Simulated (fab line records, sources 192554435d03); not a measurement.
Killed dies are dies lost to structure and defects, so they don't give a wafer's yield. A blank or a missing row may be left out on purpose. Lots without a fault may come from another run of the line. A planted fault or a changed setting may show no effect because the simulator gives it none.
Split-lot experiment | flow n5_finfet | 7 lots, 39 wafers read, on a route of 1938 steps

THE SPLIT
At N5_FIN_SAQP_HM_DEP_72 (deposits SiO2 from SiH4/N2O, target thk 12 nm, time 7.2 s), the setting target_thk_a was moved away from the recipe's 120 angstrom on 9 of the 39 wafers read, by -54.6% to -22.3%. The other wafers ran this setting at the recipe's value.

FROM THE SPLIT TO THE READING: what the file shows between them, 4 steps
- N5_FIN_SAQP_COAT_49: time 60 s, resist thk 100 nm
- N5_FIN_SAQP_COAT_50: time 60 s, resist thk 35 nm
- N5_FIN_SAQP_ETCH_52: etches SOC in N2/H2, target depth 100 nm, overetch 20 nm, time 150 s
- N5_FIN_SAQP_STRIP_53: strips in N2/H2

THE READING
etch.depth_nm (the simulator's own value, which no gauge read), in nm, at N5_FIN_SAQP_HM_OPEN_73 (chemistry CHF3/O2, target SiO2, stops on a-Si, target depth 12 nm, time 16.8 s). The file gives no usual value for it. The 30 wafers here that ran the recipe average 11.963 nm, standard deviation 0.22 nm.

wafer  | tool, chamber at the split | target_thk_a as run, angstrom | against the recipe | etch.depth_nm, nm | against lot-mates on the recipe
L075.1 | pecvd-03, 0                | 120                           | recipe             | 11.75             | -
L075.4 | pecvd-03, 1                | 120                           | recipe             | 12.1              | -
L075.5 | pecvd-03, 1                | 120                           | recipe             | 12.16             | -
L077.1 | pecvd-02, 0                | 120                           | recipe             | 11.98             | -
L077.2 | pecvd-02, 1                | 120                           | recipe             | 12.05             | -
L077.3 | pecvd-02, 2                | 120                           | recipe             | 12.14             | -
L077.4 | pecvd-02, 1                | 120                           | recipe             | 12.01             | -
L077.5 | pecvd-02, 0                | 120                           | recipe             | 12.03             | -
L077.6 | pecvd-02, 2                | 120                           | recipe             | 12.4              | -
L078.1 | pecvd-03, 1                | 120                           | recipe             | 11.79             | -
L078.2 | pecvd-03, 0                | 120                           | recipe             | 11.68             | -
L078.3 | pecvd-03, 0                | 120                           | recipe             | 11.96             | -
L078.4 | pecvd-03, 1                | 120                           | recipe             | 12.06             | -
L078.5 | pecvd-03, 0                | 120                           | recipe             | 12.08             | -
L078.6 | pecvd-03, 1                | 120                           | recipe             | 11.74             | -
L079.1 | pecvd-02, 1                | 93.21                         | -22.3%             | 9.15              | -3.053
L079.2 | pecvd-02, 0                | 120                           | recipe             | 11.89             | -
L079.3 | pecvd-02, 2                | 93.21                         | -22.3%             | 9.637             | -2.566
L079.4 | pecvd-02, 2                | 120                           | recipe             | 12.51             | -
L079.5 | pecvd-02, 0                | 120                           | recipe             | 12.21             | -
L079.6 | pecvd-02, 1                | 93.21                         | -22.3%             | 9.496             | -2.707
L085.1 | pecvd-03, 0                | 75.62                         | -37.0%             | 7.523             | -4.477
L085.2 | pecvd-03, 1                | 120                           | recipe             | 11.77             | -
L085.3 | pecvd-03, 2                | 75.62                         | -37.0%             | 7.451             | -4.549
L085.4 | pecvd-03, 2                | 75.62                         | -37.0%             | 7.609             | -4.391
L085.5 | pecvd-03, 1                | 120                           | recipe             | 12.1              | -
L085.6 | pecvd-03, 0                | 120                           | recipe             | 12.13             | -
L088.1 | pecvd-03, 1                | 120                           | recipe             | 11.89             | -
L088.2 | pecvd-03, 2,1              | 120                           | recipe             | 11.81             | -
L088.6 | pecvd-03, 2,1              | 120                           | recipe             | 11.81             | -
L088.3 | pecvd-03, 0                | 54.44                         | -54.6%             | 5.256             | -6.581
L088.4 | pecvd-03, 2                | 54.44                         | -54.6%             | 5.257             | -6.580
L088.5 | pecvd-03, 0                | 54.44                         | -54.6%             | 5.286             | -6.551
L091.1 | pecvd-01, 2                | 120                           | recipe             | 11.67             | -
L091.2 | pecvd-01, 0                | 120                           | recipe             | 11.79             | -
L091.3 | pecvd-01, 1                | 120                           | recipe             | 11.45             | -
L091.4 | pecvd-01, 1                | 120                           | recipe             | 11.78             | -
L091.5 | pecvd-01, 2                | 120                           | recipe             | 12.06             | -
L091.6 | pecvd-01, 0                | 120                           | recipe             | 12.09             | -
Where a row lists several chambers, the file gives one row for several wafers and doesn't say which wafer went through which chamber.

THE FIT
A straight line over all 39 wafers: etch.depth_nm changes by +0.121 nm for each +1% of target_thk_a; r = +1.00; the points scatter about the line by 0.21 nm.
The same after taking each lot's own level away (the mean of its wafers on the recipe; 39 wafers): +0.121 nm for each +1%; r = +1.00; scatter 0.17 nm.
On that fit, the largest move of target_thk_a shifts the reading by 6.6 nm.
The lots' own levels span 11.8067 to 12.2033 nm, that is 1.8 times the standard deviation above.
So the lot-to-lot level changes the slope little: the two slopes agree.
Check: with one of the wafers moved furthest among these (-54.6%) left out of the fit, the line predicts -6.61 nm for it against its lot-mates. It came out at -6.58 nm against them.

THE WHOLE CHAIN: every reading that the file lists as answering this split, in the file's order
step                   | what it does                                                                   | reading                                                                            | change (the file's fit)               | r (the file's)
N5_FIN_SAQP_HM_DEP_72  | deposits SiO2 from SiH4/N2O, target thk 12 nm, time 7.2 s                      | SiO2_of_FIN_SAQP_HM_DEP_72.thk_nm (the simulator's own value, which no gauge read) | +0.121 nm for each +1% of the setting | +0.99
N5_FIN_SAQP_HM_OPEN_73 | chemistry CHF3/O2, target SiO2, stops on a-Si, target depth 12 nm, time 16.8 s | etch.depth_nm (the simulator's own value, which no gauge read)                     | +0.121 nm for each +1% of the setting | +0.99

THE FILE'S OWN FIT
etch.depth_nm changes by +0.121 nm for each +1% of target_thk_a, r = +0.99.
